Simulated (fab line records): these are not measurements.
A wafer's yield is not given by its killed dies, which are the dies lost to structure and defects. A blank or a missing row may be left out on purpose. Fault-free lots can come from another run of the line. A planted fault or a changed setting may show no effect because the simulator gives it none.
fab line records | flow n5-finfet
record: lots: 7 | wafers: 39
route steps=1938 shown PASS1_CAP@1874
start-h: start of the lot's first displayed wafer, in hours after the record's first day | wait-h: hours since the lot's step before | " same as the row above | L1.1+2: a single row standing in for several wafers | - value missing, or start not given | * or withheld: withheld | < > ~ a bound
route shown NAME@n: names a module that has steps shown in the file, with the first one's number in the route | usual: mean/standard deviation of fault-free wafers | same: alike in all rows | chamber/n: place in a boat | sites: per-site readings | _std_site: the standard deviation of these | _edge_site: the outer-site mean with the inner-site mean subtracted | radius-mm: for every site, how far away it sits from the centre of the wafer | mask NAME#n: copy n | behind: the last tool/chamber to shape the wafer | hold: reason for holding the lot/hours on hold/outcome of the hold | device: names the non-switching transistor (n, p or np) | end of line: the tests these same wafers got at the end of their route | for a step that has no rows: nothing shown but its recipe | killed: at the first sort, the dies lost to defects and structure; wafer yield is something else | map: a wafer's dies, x killed, . not, _ none there
set.NAME: the setting that was run; set.NAME@STEP: the one run at that earlier step | model.NAME: the simulator's own value behind a step, which no gauge read
lots where settings were altered on purpose, with a table for each step and a row for each wafer
== steps ==
step: N5_PASSIVATION_PECVD_01
recipe: material: SiNx | target-thk-a: 2000 | temp-c: 400 | precursor: SiH4/NH3/N2 | pressure-torr: 4.9 | rf-w: 1406 | time-s: 43.2
lot.wafer | tool     | chamber | start-h | wait-h | set.time-s | model.SiNx_of_PASSIVATION_PECVD_01.thk-nm
L075.1    | pecvd-01 | 1       | 267.16  | 0.0    | 19.54      | 89.2
L075.2    | "        | 2       | "       | "      | 43.2       | 197.6
L075.3    | "        | 0       | "       | "      | 43.2       | 203.6
L075.4    | "        | 2       | "       | "      | 19.54      | 92.2
L075.5    | "        | 0       | "       | "      | 19.54      | 92.8
L075.6    | "        | 1       | "       | "      | 43.2       | 200.8
L078.1    | pecvd-01 | 1       | 277.34  | 0.0    | 43.2       | 196.6
L078.2    | "        | 0       | "       | "      | 43.2       | 200.4
L078.4    | "        | 0       | "       | "      | 43.2       | 203.4
L080.1    | pecvd-03 | 1       | 289.80  | 0.0    | 43.2       | 194.8
L080.2    | "        | 2       | "       | "      | 55.62      | 256
L080.3    | "        | 1       | "       | "      | 43.2       | 194.2
L080.4    | "        | 2       | "       | "      | 55.62      | 257.2
L080.5    | "        | 2       | "       | "      | 55.62      | 259.8
L080.6    | "        | 1       | "       | "      | 43.2       | 198.2
L081.1    | pecvd-03 | 0       | 297.05  | 0.0    | 43.2       | 199.2
L081.2    | "        | 2       | "       | "      | 43.2       | 202.6
L081.3    | "        | 1       | "       | "      | 43.2       | 197
L081.4    | "        | 2       | "       | "      | 43.2       | 205.8
L081.5    | "        | 1       | "       | "      | 43.2       | 198.6
L081.6    | "        | 0       | "       | "      | 43.2       | 201.4
L082.1    | pecvd-03 | 2       | 306.18  | 0.0    | 43.2       | 198.8
L082.2    | "        | 1       | "       | "      | 17.51      | 76.4
L082.3    | "        | 0       | "       | "      | 17.51      | 77.2
L082.4    | "        | 1       | "       | "      | 43.2       | 198.6
L082.5    | "        | 0       | "       | "      | 43.2       | 200.4
L082.6    | "        | 2       | "       | "      | 17.51      | 83.6
L087.1    | pecvd-03 | 1       | 338.01  | 0.0    | 43.2       | 196.4
L087.2+4  | "        | 0       | "       | "      | 25.71      | 118
L087.3    | "        | 2       | "       | "      | 25.71      | 118.2
L087.5    | "        | 2       | "       | "      | 43.2       | 203.2
L087.6    | "        | 1       | "       | "      | 43.2       | 198
L091.1    | pecvd-03 | 0       | 362.67  | 0.0    | 62.9       | 285.4
L091.2    | "        | 2       | "       | "      | 43.2       | 200.4
L091.3    | "        | 1       | "       | "      | 43.2       | 196
L091.4    | "        | 1       | "       | "      | 62.9       | 289.6
L091.5    | "        | 2       | "       | "      | 62.9       | 293.8
L091.6    | "        | 0       | "       | "      | 43.2       | 197.8
== key ==
split: step: N5_PASSIVATION_PECVD_01 | setting: time-s | stated: 43.2 | by: wafer
response: step: N5_PASSIVATION_PECVD_01 | reading: model.SiNx_of_PASSIVATION_PECVD_01.thk-nm | change: +2.02 | per: 1% | r: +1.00
